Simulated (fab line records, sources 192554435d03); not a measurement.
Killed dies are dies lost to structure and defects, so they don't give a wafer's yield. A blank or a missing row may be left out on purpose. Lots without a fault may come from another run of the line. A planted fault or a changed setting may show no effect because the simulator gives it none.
Which tool did it? | flow n5_finfet | 9 lots, 26 wafers sampled, at 6 steps of a route of 1938

WHAT THE GAUGES READ, wafer by wafer
N5_BEOL_M13_CD_MEAS_17: target cd 190 nm. Usual: cd_nm 190.3 nm, standard deviation 1.8.
lot  | measured     | on        | cd_nm (nm)        | flag
L658 | day 12 06:42 | cd_sem-01 | 190.9 189.3 192.8 |
L659 | day 12 07:13 | cd_sem-01 | 191.1 193.1 189.1 |
L660 | day 12 23:41 | cd_sem-03 | 191.5 193.5 191.6 |
L662 | day 13 06:55 | cd_sem-03 | 189.0 192.7 190.7 |
L663 | day 13 15:23 | cd_sem-02 | 189.2 189.7 189.4 |
L666 | day 15 05:42 | cd_sem-03 | 190.7 191.7 190.2 |
L674 | day 17 02:13 | cd_sem-03 | 196.1 200.7 197.2 | OFF
L675 | day 18 02:56 | cd_sem-01 | 203.5 201.2 201.8 | OFF
L677 | day 18 03:37 | cd_sem-01 | 190.3 188.4       |

WHICH TOOL RAN EACH LOT (tool, then ch and the chambers of the sampled wafers, then the start)
lot  | N5_BEOL_M12_TRENCH_ETCH_34         | N5_BEOL_M12_STRIP_37                 | N5_BEOL_M12_SPUTTER_44       | N5_BEOL_M13_ETCH_59                | N5_BEOL_M13_STRIP_63
L658 | rie_diel-06 ch 1,2,3, day 12 03:37 | plasma_asher-01 ch 0,1, day 12 03:49 | pvd_sputter-01, day 12 04:23 | rie_diel-01 ch 0,1,3, day 12 06:13 | plasma_asher-02 ch 0,1, day 12 06:30
L659 | rie_diel-05 ch 1,2,3, day 12 04:15 | plasma_asher-01 ch 0,1, day 12 04:28 | pvd_sputter-03, day 12 05:01 | rie_diel-03 ch 1,3, day 12 06:43   | plasma_asher-02 ch 0,1, day 12 07:01
L660 | rie_diel-04 ch 0,1, day 12 20:06   | plasma_asher-01 ch 0,1, day 12 20:19 | pvd_sputter-02, day 12 21:22 | rie_diel-03 ch 2,3, day 12 23:11   | plasma_asher-01 ch 0,1, day 12 23:30
L662 | rie_diel-05 ch 0,2, day 12 22:13   | plasma_asher-02 ch 0,1, day 12 22:24 | pvd_sputter-02, day 13 04:35 | rie_diel-01 ch 0,1,3, day 13 06:25 | plasma_asher-02 ch 0,1, day 13 06:42
L663 | rie_diel-06 ch 0,1,2, day 13 06:16 | plasma_asher-02 ch 0,1, day 13 06:29 | pvd_sputter-02, day 13 13:11 | rie_diel-02 ch 0,1,2, day 13 14:53 | plasma_asher-02 ch 0,1, day 13 15:12
L666 | rie_diel-05 ch 0,3, day 15 01:56   | plasma_asher-02 ch 0,1, day 15 02:09 | pvd_sputter-03, day 15 02:36 | rie_diel-03 ch 0,2, day 15 05:12   | plasma_asher-02 ch 0,1, day 15 05:31
L674 | rie_diel-05 ch 1,2,3, day 16 23:10 | plasma_asher-01 ch 0,1, day 16 23:22 | pvd_sputter-03, day 16 23:54 | rie_diel-03 ch 0,1,2, day 17 01:43 | plasma_asher-02 ch 1, day 17 02:01
L675 | rie_diel-04 ch 2,3, day 17 21:05   | plasma_asher-02 ch 0,1, day 17 21:17 | pvd_sputter-02, day 18 00:20 | rie_diel-03 ch 0,1,2, day 18 02:27 | plasma_asher-02 ch 0,1, day 18 02:44
L677 | rie_diel-05 ch 0,1, day 17 22:34   | plasma_asher-02 ch 0, day 17 22:46   | pvd_sputter-01, day 18 01:08 | rie_diel-02 ch 1,2, day 18 03:07   | plasma_asher-01 ch 0,1, day 18 03:24
- N5_BEOL_M12_TRENCH_ETCH_34: etches SiOC in C4F8/O2/Ar, target depth 318.95 nm, time 125.5 s.
- N5_BEOL_M12_STRIP_37: strips in N2/H2.
- N5_BEOL_M12_SPUTTER_44: material Ta, target thk 10 nm, time 16.13 s.
- N5_BEOL_M13_ETCH_59: etches BARC in N2/H2, target depth 89 nm, overetch 26.7 nm, time 67.9 s.
- N5_BEOL_M13_STRIP_63: strips in N2/H2.

WHAT THE TOOLS THEMSELVES READ (means of the sampled wafers that have a number; where no wafer has one, the mark that the record gives instead)
N5_BEOL_M12_TRENCH_ETCH_34. Usual: drypump_motor_current_A 5.6 A, standard deviation 0.47; oes_product_au 0.79 a.u., standard deviation 0.083; rf_vpp_V 666 V, standard deviation 3.3; showerhead_plenum_p_Torr 3.42 Torr, standard deviation 0.11; throttle_valve_pct 24.16 %, standard deviation 0.28.
lot  | tool        | drypump_motor_current_A (A) | oes_product_au (a.u.) | rf_vpp_V (V) | showerhead_plenum_p_Torr (Torr) | throttle_valve_pct (%) | flag
L658 | rie_diel-06 | 5.6                         | 0.83                  | 665          | 3.39                            | 24.04                  |
L659 | rie_diel-05 | 5.3                         | 0.92                  | 669          | 3.51                            | 24.05                  |
L660 | rie_diel-04 | 5.6                         | 0.73                  | 667          | 3.48                            | 23.96                  |
L662 | rie_diel-05 | 5.6                         | 0.82                  | 667          | 3.48                            | 23.89                  |
L663 | rie_diel-06 | 5.5                         | 0.85                  | 665          | 3.41                            | 24.04                  |
L666 | rie_diel-05 | 6.1                         | 0.76                  | 663          | 3.32                            | 24.18                  |
L674 | rie_diel-05 | 5.3                         | 0.84                  | 669          | 3.50                            | 24.10                  |
L675 | rie_diel-04 | 5.8                         | 0.71                  | 663          | 3.30                            | 24.45                  |
L677 | rie_diel-05 | 5.8                         | 0.76                  | 662          | 3.36                            | 24.38                  |

N5_BEOL_M12_STRIP_37. Usual: drypump_motor_current_A 6.19 A, standard deviation 0.21; heater_power_w 354 W, standard deviation 31; oes_product_au 0.790 a.u., standard deviation 0.01.
lot  | tool            | drypump_motor_current_A (A) | heater_power_w (W) | oes_product_au (a.u.) | flag
L658 | plasma_asher-01 | 6.11                        | 364                | 0.795                 |
L659 | plasma_asher-01 | 6.11                        | 359                | 0.801                 |
L660 | plasma_asher-01 | 6.12                        | 360                | 0.786                 |
L662 | plasma_asher-02 | 6.36                        | 359                | 0.796                 |
L663 | plasma_asher-02 | 6.17                        | 328                | 0.789                 |
L666 | plasma_asher-02 | 6.18                        | 333                | 0.790                 |
L674 | plasma_asher-01 | 6.11                        | 356                | 0.791                 |
L675 | plasma_asher-02 | 6.35                        | 362                | 0.781                 |
L677 | plasma_asher-02 | 5.99                        | 304                | 0.800                 |

N5_BEOL_M12_SPUTTER_44. Usual: substrate_temp_c 49.99 C, standard deviation 0.11; throttle_valve_pct 30.0 %, standard deviation 1.1.
lot  | tool           | substrate_temp_c (C) | throttle_valve_pct (%) | flag
L658 | pvd_sputter-01 | 49.91                | 31.1                   |
L659 | pvd_sputter-03 | 50.02                | 30.0                   |
L660 | pvd_sputter-02 | 49.96                | 29.1                   |
L662 | pvd_sputter-02 | 50.08                | 28.9                   |
L663 | pvd_sputter-02 | 49.97                | 29.1                   |
L666 | pvd_sputter-03 | 50.06                | 32.0                   |
L674 | pvd_sputter-03 | 50.10                | 31.0                   |
L675 | pvd_sputter-02 | 49.97                | 29.0                   |
L677 | pvd_sputter-01 | 50.08                | 30.8                   |

N5_BEOL_M13_ETCH_59. Usual: drypump_motor_current_A 5.9 A, standard deviation 0.52; oes_product_au 0.68 a.u., standard deviation 0.066; rf_vpp_V 524.3 V, standard deviation 2.3; showerhead_plenum_p_Torr 2.56 Torr, standard deviation 0.082; throttle_valve_pct 17.77 %, standard deviation 0.28.
lot  | tool        | drypump_motor_current_A (A) | oes_product_au (a.u.) | rf_vpp_V (V) | showerhead_plenum_p_Torr (Torr) | throttle_valve_pct (%) | flag
L658 | rie_diel-01 | 5.9                         | 0.72                  | 525.3        | 2.57                            | 17.47                  |
L659 | rie_diel-03 | 6.5                         | 0.68                  | 524.8        | 2.59                            | 17.85                  |
L660 | rie_diel-03 | 6.1                         | 0.65                  | 523.7        | 2.55                            | 17.75                  |
L662 | rie_diel-01 | 5.9                         | 0.71                  | 524.3        | 2.57                            | 17.47                  |
L663 | rie_diel-02 | 5.7                         | 0.70                  | 521.1        | 2.45                            | 17.92                  |
L666 | rie_diel-03 | 5.5                         | 0.61                  | 523.4        | 2.53                            | 17.80                  |
L674 | rie_diel-03 | 5.6                         | 0.60                  | 524.8        | 2.55                            | 18.01                  |
L675 | rie_diel-03 | 5.6                         | 0.59                  | 524.4        | 2.55                            | 18.03                  |
L677 | rie_diel-02 | 5.8                         | 0.76                  | 525.2        | 2.58                            | 17.84                  |

N5_BEOL_M13_STRIP_63. Usual: drypump_motor_current_A 6.19 A, standard deviation 0.22; heater_power_w 354 W, standard deviation 33; oes_product_au 0.674 a.u., standard deviation 0.0047; strip_time_to_endpoint_s 27.5 s, standard deviation 0.99.
lot  | tool            | drypump_motor_current_A (A) | heater_power_w (W) | oes_product_au (a.u.) | strip_time_to_endpoint_s (s) | flag
L658 | plasma_asher-02 | 6.17                        | 332                | 0.669                 | 26.6                         |
L659 | plasma_asher-02 | 6.17                        | 327                | 0.677                 | 27.1                         |
L660 | plasma_asher-01 | 6.12                        | 362                | 0.670                 | 26.7                         |
L662 | plasma_asher-02 | 6.36                        | 364                | 0.671                 | 27.5                         |
L663 | plasma_asher-02 | 6.15                        | 334                | 0.671                 | 27.5                         |
L666 | plasma_asher-02 | 6.17                        | 328                | 0.672                 | 27.2                         |
L674 | plasma_asher-02 | 6.55                        | 393                | 0.607                 | 13.1                         | OFF
L675 | plasma_asher-02 | 6.36                        | 362                | 0.607                 | 12.8                         | OFF
L677 | plasma_asher-01 | 6.13                        | 355                | 0.678                 | 28.0                         |

THE ANSWER, worked out from the rows above alone
Rule: a lot is off if the mean of its wafers that have a number lies more than 3 standard deviations from the usual mean. A lot without any number at a reading at which 4 lots or more have one is off too. The other lots that the step has rows for count as sound. The gauges are gone through in route order, then the tools' own readings, and for those a lot's mean is taken as printed above. The first step at which some lot is off is used, and at that step the reading that is off furthest; a lot without a number counts as furthest.
Off: L674, L675, at N5_BEOL_M13_CD_MEAS_17 (cd_nm).
A tool fits if, at a process step before that reading, it ran every lot that is off, and no sound lot after the first of them. The gauges at N5_BEOL_M13_CD_MEAS_17 aren't tried: what is off there is off at N5_BEOL_M13_STRIP_63 too, on other tools, and a gauge's error can't cause that. Can't be told from this: 2 tools fit, rie_diel-03 at N5_BEOL_M13_ETCH_59, plasma_asher-02 at N5_BEOL_M13_STRIP_63.

WHAT THE SIMULATOR HAD PUT IN
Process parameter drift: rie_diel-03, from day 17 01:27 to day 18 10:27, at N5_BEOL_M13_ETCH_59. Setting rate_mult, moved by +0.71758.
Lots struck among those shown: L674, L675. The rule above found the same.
